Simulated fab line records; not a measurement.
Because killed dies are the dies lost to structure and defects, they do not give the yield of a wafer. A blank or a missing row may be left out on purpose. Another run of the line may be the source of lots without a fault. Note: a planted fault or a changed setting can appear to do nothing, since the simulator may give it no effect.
fab line records ; flow nandHarc
record: lots: 6; wafers: 18; lastDay: 31
route steps=1302 shown A_DECK1_JOINT@530 END@1302
lots that met no fault: from a run of the same line without faults
startH: hours from the record's first day to the start of the lot's first wafer shown ; waitH: hours from the lot's prior step to this one ; " the same as in the row above ; L1.1+2: a single row standing in for several wafers ; - no value, or no start was given ; * or withheld: withheld ; < > ~ a bound
route shown NAME@n: names a module that has steps shown in the file, with the first one's number in the route ; usual: mean/standard deviation of fault-free wafers ; same: alike in all rows ; chamber/n: place in a boat ; sites: readings site by site ; _std_site: the standard deviation of these ; _edge_site: the outer-site mean with the inner-site mean subtracted ; radiusMm: for every site, how far away it sits from the centre of the wafer ; mask NAME#n: copy n ; behind: tool/chamber where the wafer was last shaped ; hold: why the lot was held/for how many hours/how that ended ; device: names the non-switching transistor (n, p or np) ; end of line: the route-end tests of the same wafers ; step lacking rows: just its recipe ; killed: not the wafer's yield, but the dies lost to structure and defects at the first sort ; map: a wafer's dies, x killed, . not, _ none there
set.NAME: the setting that was run; set.NAME@STEP: the one run at that earlier step ; model.NAME: the simulator's own value behind a step, which no gauge read
lots seen at some steps along the route; tables by step, rows by wafer
services: when a tool's chamber went out of use (startH, in hours from the record's first day, below 0 if earlier), for how many hours, and the reason
== steps ==
step: NHARC_A_DECK1_JOINT_ETCHBACK_00
recipe: targetDepthA: 300; timeS: 17.4; hbrFlowSccm: 150; rfW: 350; icpW: 350; biasW: 60; chemistry: HBr
usual: drypumpMotorCurrentA: 5.5/0.43; oesProductAu: 1.001/0.0072; throttleValvePct: 23.266/0.0093
lot.wafer;tool;chamber;startH;waitH;drypumpMotorCurrentA;oesProductAu;rfHoursCounterH;throttleValvePct
L126.4;rieSi-05;0;279.69;0.1;5.6;1.002;1.1;23.269
L126.3;rieSi-05;3;279.69;0.1;5.4;0.996;0.3;23.273
L126.5;rieSi-05;0;279.69;0.1;5.6;0.998;-;23.253
L125.4;rieSi-04;2;279.69;0.1;5.1;1.001;0.7;23.273
L125.2;rieSi-04;1;279.69;0.1;5.4;1.010;0.7;23.277
L125.6;rieSi-04;3;279.69;0.1;5.6;1.011;-;23.264
L129.2;rieSi-04;0;307.20;0.1;5.3;1.008;0.7;23.272
L129.3;rieSi-04;2;307.20;0.1;5.0;1.003;0.9;23.260
L129.6;rieSi-04;3;307.20;0.1;5.6;1.006;-;23.278
L132.2;rieSi-05;3;342.02;0.1;5.3;1.010;0.2;23.257
L132.3;rieSi-05;0;342.02;0.1;5.6;1.013;0.2;23.265
L132.6;rieSi-05;3;342.02;0.1;5.3;1.003;-;23.260
L137.3;rieSi-05;1;390.59;0.1;5.1;1.000;0.5;23.256
L137.1;rieSi-05;2;390.59;0.1;6.4;0.996;0.4;23.276
L137.2;rieSi-05;3;390.59;0.1;5.4;1.013;0.4;23.258
L141.1;rieSi-05;2;426.09;0.1;6.4;1.003;0.7;23.295
L141.2;rieSi-05;0;426.09;0.1;5.6;1.003;0.8;23.267
L141.4;rieSi-05;1;426.09;0.1;5.1;0.997;0.8;23.257
step: NHARC_A_DECK1_JOINT_PRECLEAN_30
recipe: timeS: *; tempC: 50; bathAgeMin: 0; chemistry: SC1
step: NHARC_A_DECK1_JOINT_SRD_31
step: NHARC_A_DECK1_JOINT_CVD_34
recipe: targetThkA: 200; tempC: 700; pressureMtorr: 300; material: SiNx
step: NHARC_A_DECK1_JOINT_DEP_06
recipe: targetThkA: 800; tempC: 65; material: SiOx
step: NHARC_A_DECK1_JOINT_CURE_26
recipe: tempC: 150; timeS: 32; pressureAtm: 0.395
step: NHARC_A_DECK1_JOINT_ANNEAL_27
recipe: tempC: 400; timeS: 3600; idleTempC: 300; rampUpCPerMin: 10; densificationPH2oTorr: 640
step: NHARC_A_DECK1_JOINT_ANNEAL_28
recipe: tempC: 500; timeS: 1800; idleTempC: 400; rampUpCPerMin: 10; densificationPH2oTorr: 640
step: NHARC_A_DECK1_JOINT_ANNEAL_29
recipe: tempC: 750; timeS: 1800; idleTempC: 500; rampUpCPerMin: 10; rampDownCPerMin: 3
step: NHARC_A_DECK1_JOINT_CMP_02
recipe: material: SiOx
usual: motorCurrentA: 12.2/1.1
lot.wafer;tool;chamber;startH;waitH;motorCurrentA
L126.3;cmp-04;3;302.42;0.4;13.4
L126.4;cmp-04;2;302.42;0.4;12.1
L126.5;cmp-04;3;302.42;0.4;14.1
L125.2;cmp-01;3;302.44;0.4;11.9
L125.4;cmp-01;0;302.44;0.4;12.4
L125.6;cmp-01;2;302.44;0.4;11.9
L129.2;cmp-04;3;333.34;0.4;13.0
L129.3;cmp-04;0;333.34;0.4;12.4
L129.6;cmp-04;0;333.34;0.4;12.7
L132.3;cmp-02;2;366.00;0.4;12.4
L132.2;cmp-02;0;366.00;0.4;9.3
L132.6;cmp-02;2;366.00;0.4;12.5
L137.2;cmp-02;1;422.96;0.4;12.8
L137.3;cmp-02;3;422.96;0.4;12.4
L137.1;cmp-02;0;422.96;0.4;8.8
L141.1;cmp-02;1;450.51;0.4;12.8
L141.4;cmp-02;2;450.51;0.4;12.6
L141.2;cmp-02;3;450.51;0.4;12.7
step: NHARC_A_DECK1_JOINT_SRD_15
step: NHARC_A_DECK1_JOINT_DEP_16
recipe: targetThkA: 450; tempC: 400; pressureTorr: 6.5; rfW: 900; teosFlowSccm: 161.4; flowSccm: 2650; targetThkNm: 45; gas: O2; material: SiO2
usual: heaterPowerOuterW: 332/81; heaterPowerW: 585/99; throttleValvePct: 16.0/0.54
lot.wafer;tool;chamber;startH;waitH;heaterPowerOuterW;heaterPowerW;throttleValvePct
L125.2;pecvd-04;1;302.87;0.1;165;381;15.7
L125.4;pecvd-04;2;302.87;0.1;312;622;15.0
L125.6;pecvd-04;1;302.87;0.1;165;381;16.0
L126.3;pecvd-02;2;302.88;0.1;376;598;16.4
L126.4;pecvd-02;2;302.88;0.1;378;597;16.6
L126.5;pecvd-02;0;302.88;0.1;370;594;16.5
L129.2;pecvd-04;1;333.73;0.1;142;352;15.9
L129.3;pecvd-04;0;333.73;0.1;242;510;16.4
L129.6;pecvd-04;1;333.73;0.1;140;349;15.9
L132.3;pecvd-04;0;366.41;0.1;260;531;16.5
L132.2;pecvd-04;2;366.41;0.1;323;625;15.1
L132.6;pecvd-04;0;366.41;0.1;263;526;16.5
L137.1;pecvd-03;1;423.34;0.1;301;519;15.3
L137.2;pecvd-03;2;423.34;0.1;420;744;16.9
L137.3;pecvd-03;0;423.34;0.1;466;717;15.5
L141.2;pecvd-02;1;450.92;0.1;397;679;15.5
L141.1;pecvd-02;2;450.92;0.1;364;579;15.9
L141.4;pecvd-02;2;450.92;0.1;365;577;15.7
step: NHARC_A_DECK1_JOINT_THK_MEAS_17
recipe: thkMeasGauge: ellipsometry
usual: thkNm: 45.1/1.1
lot.wafer;tool;chamber;startH;waitH;thkNm
L125.2;filmMetro-01;-;303.09;0.2;44.6
L125.4;filmMetro-01;-;303.09;0.2;46.8
L125.6;filmMetro-01;-;303.09;0.2;46.7
L126.3;filmMetro-02;-;303.14;0.2;46.8
L126.4;filmMetro-02;-;303.14;0.2;44.5
L126.5;filmMetro-02;-;303.14;0.2;44.6
L129.2;filmMetro-02;-;334.01;0.2;42.9
L129.3;filmMetro-02;-;334.01;0.2;34.6
L129.6;filmMetro-02;-;334.01;0.2;44.1
L132.2;filmMetro-02;-;366.69;0.2;43.8
L132.3;filmMetro-02;-;366.69;0.2;36.5
L132.6;filmMetro-02;-;366.69;0.2;44.2
L137.1;filmMetro-01;-;423.63;0.3;44.5
L137.2;filmMetro-01;-;423.63;0.3;43.3
L137.3;filmMetro-01;-;423.63;0.3;44.5
L141.1;filmMetro-01;-;451.20;0.2;44.5
L141.2;filmMetro-01;-;451.20;0.2;44.8
L141.4;filmMetro-01;-;451.20;0.2;45.9
step: NHARC_A_DECK1_JOINT_INSPECT_05
usual: rawDefectCount: 316/110
lot.wafer;tool;chamber;startH;waitH;rawDefectCount
L125.2;defectInspect-01;-;303.13;0.0;241
L125.4;defectInspect-01;-;303.13;0.0;333
L125.6;defectInspect-01;-;303.13;0.0;219
L126.3;defectInspect-02;-;303.17;0.0;232
L126.4;defectInspect-02;-;303.17;0.0;258
L126.5;defectInspect-02;-;303.17;0.0;202
L129.2;defectInspect-01;-;334.05;0.0;528
L129.3;defectInspect-01;-;334.05;0.0;355
L129.6;defectInspect-01;-;334.05;0.0;390
L132.2;defectInspect-02;-;366.73;0.0;385
L132.3;defectInspect-02;-;366.73;0.0;309
L132.6;defectInspect-02;-;366.73;0.0;444
L137.1;defectInspect-01;-;423.66;0.0;307
L137.2;defectInspect-01;-;423.66;0.0;338
L137.3;defectInspect-01;-;423.66;0.0;250
L141.1;defectInspect-02;-;451.24;0.0;391
L141.2;defectInspect-02;-;451.24;0.0;494
L141.4;defectInspect-02;-;451.24;0.0;312
step: NHARC_END_SORT_01
recipe: tempC: 25
usual: killedAtArray: 51/17; killedAtOther: 1.6/2.1; killedAtPeriphery: 4/3.2; killedDies: 57/18; killedOpen: 2.9/1.7; killedShort: 2.3/1.3
same: grossDies: 677
lot.wafer;tool;chamber;startH;waitH;killedAtArray;killedAtOther;killedAtPeriphery;killedDies;killedOpen;killedShort
L132.2;prober-02;0;676.60;2.8;63;2;10;75;3;1
L132.3;prober-02;0;677.39;3.1;69;2;11;82;4;3
L132.6;prober-02;0;679.77;4.0;53;3;8;64;6;1
L141.1;prober-02;0;731.28;2.5;43;1;2;46;5;0
L141.2;prober-02;0;732.07;2.8;46;0;0;46;4;1
L141.4;prober-02;0;733.64;3.4;49;0;2;51;3;2
killed by level:class
L132.2 A_CHANNEL_HOLE_D1:chamberFilmFlake=27 A_CHANNEL_HOLE_D2:chamberFilmFlake=11 A_STAIRCASE:chamberFilmFlake=9 A_CONTACT:chamberFilmFlake=6 A_WL_FILL:chamberFilmFlake=4 P_CONTACT:geometricParticle:open=2 P_ZERO_WELL:chamberFilmFlake=2 P_CONTACT:chamberFilmFlake=2
L132.3 A_CHANNEL_HOLE_D1:chamberFilmFlake=34 A_CHANNEL_HOLE_D2:chamberFilmFlake=13 A_STAIRCASE:chamberFilmFlake=8 P_CONTACT:chamberFilmFlake=5 P_M1:chamberFilmFlake=4 A_WL_FILL:geometricParticle:short=2 P_STI:chamberFilmFlake=2 A_CONTACT:chamberFilmFlake=2
L132.6 A_CHANNEL_HOLE_D1:chamberFilmFlake=24 A_STAIRCASE:chamberFilmFlake=11 A_CHANNEL_HOLE_D2:chamberFilmFlake=6 P_CONTACT:chamberFilmFlake=4 P_M1:chamberFilmFlake=4 THIN_TSV:chamberFilmFlake=3 A_CHANNEL_FILL_D2:geometricParticle:open=2 A_CONTACT:chamberFilmFlake=2
L141.1 A_SLIT:chamberFilmFlake=21 A_CHANNEL_HOLE_D1:chamberFilmFlake=10 A_CONTACT:chamberFilmFlake=4 A_CHANNEL_FILL_D1:chamberFilmFlake=3 P_CONTACT:geometricParticle:open=2 A_WL_FILL:chamberFilmFlake=2 A_DECK1_JOINT:geometricParticle:open=1 A_SGD_CUT:geometricParticle:open=1
L141.2 A_SLIT:chamberFilmFlake=17 A_CHANNEL_HOLE_D1:chamberFilmFlake=11 A_CONTACT:chamberFilmFlake=6 A_CHANNEL_FILL_D1:chamberFilmFlake=2 A_WL_FILL:chamberFilmFlake=2 A_ONON_D1:geometricParticle:open=1 A_CHANNEL_FILL_D1:geometricParticle:open=1 A_DECK1_JOINT:geometricParticle:open=1
L141.4 A_SLIT:chamberFilmFlake=22 A_CHANNEL_HOLE_D1:chamberFilmFlake=11 A_CHANNEL_FILL_D1:chamberFilmFlake=4 A_CONTACT:chamberFilmFlake=3 A_DECK1_JOINT:chamberFilmFlake=2 A_WL_FILL:chamberFilmFlake=2 P_CONTACT:geometricParticle:open=1 A_DECK1_JOINT:geometricParticle:short=1
== services ==
tool;chamber;startH;hours;kind
pecvd-04;-;269.45;13.0;pm
cmp-01;-;278.71;1.1;repair
pecvd-03;2;281.61;2.9;repair
cmp-02;-;289.56;0.9;repair
cmp-01;-;290.13;4.0;pm
cmp-02;-;299.38;0.8;repair
rieSi-05;-;305.00;9.0;pm
cmp-04;-;307.00;4.0;pm
pecvd-03;1;324.56;29.7;repair
cmp-02;-;330.50;4.0;pm
rieSi-04;-;342.00;9.0;pm
pecvd-04;-;351.05;1.2;repair
rieSi-05;2;351.98;1.9;repair
cmp-04;-;355.37;11.4;repair
pecvd-03;-;366.00;13.0;pm
cmp-01;-;388.13;4.0;pm
pecvd-04;-;391.55;1.2;repair
rieSi-04;2;395.88;1.0;repair
cmp-04;-;405.00;4.0;pm
pecvd-02;-;408.08;13.0;pm
cmp-04;-;421.44;4.3;repair
cmp-02;-;428.50;4.0;pm
cmp-01;-;433.08;1.7;repair
pecvd-04;-;450.45;13.0;pm
== key ==
firstSign: step: NHARC_A_DECK1_JOINT_THK_MEAS_17; reading: thkNm; direction: down; sigmas: 8.5; usual: 45.1; struck: 35.6
effect none on later readings
metAt NHARC_A_DECK1_JOINT_DEP_16
struckWafers L129.3,L132.3
testerLeftOut L129,L132
onsetBetween 302.87 333.73
fault: kind: processParameterDrift; tool: pecvd-04; chamber: -; onsetH: 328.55; steps: NHARC_A_DECK1_JOINT_DEP_16; channel: targetThkNm; offset: -9.6278; shape: step; endH: 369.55; scope: struckWafersOnly; actsIn: theseRecipesOnly; stated: 45
testerLeftOut: of these lots the tester's yield and bins aren't shown, on N5 and GAA mostly nor the transistor test; their killed dies are dies lost to structure and defects alone, not to doping, threshold or leakage, so they don't give the yield
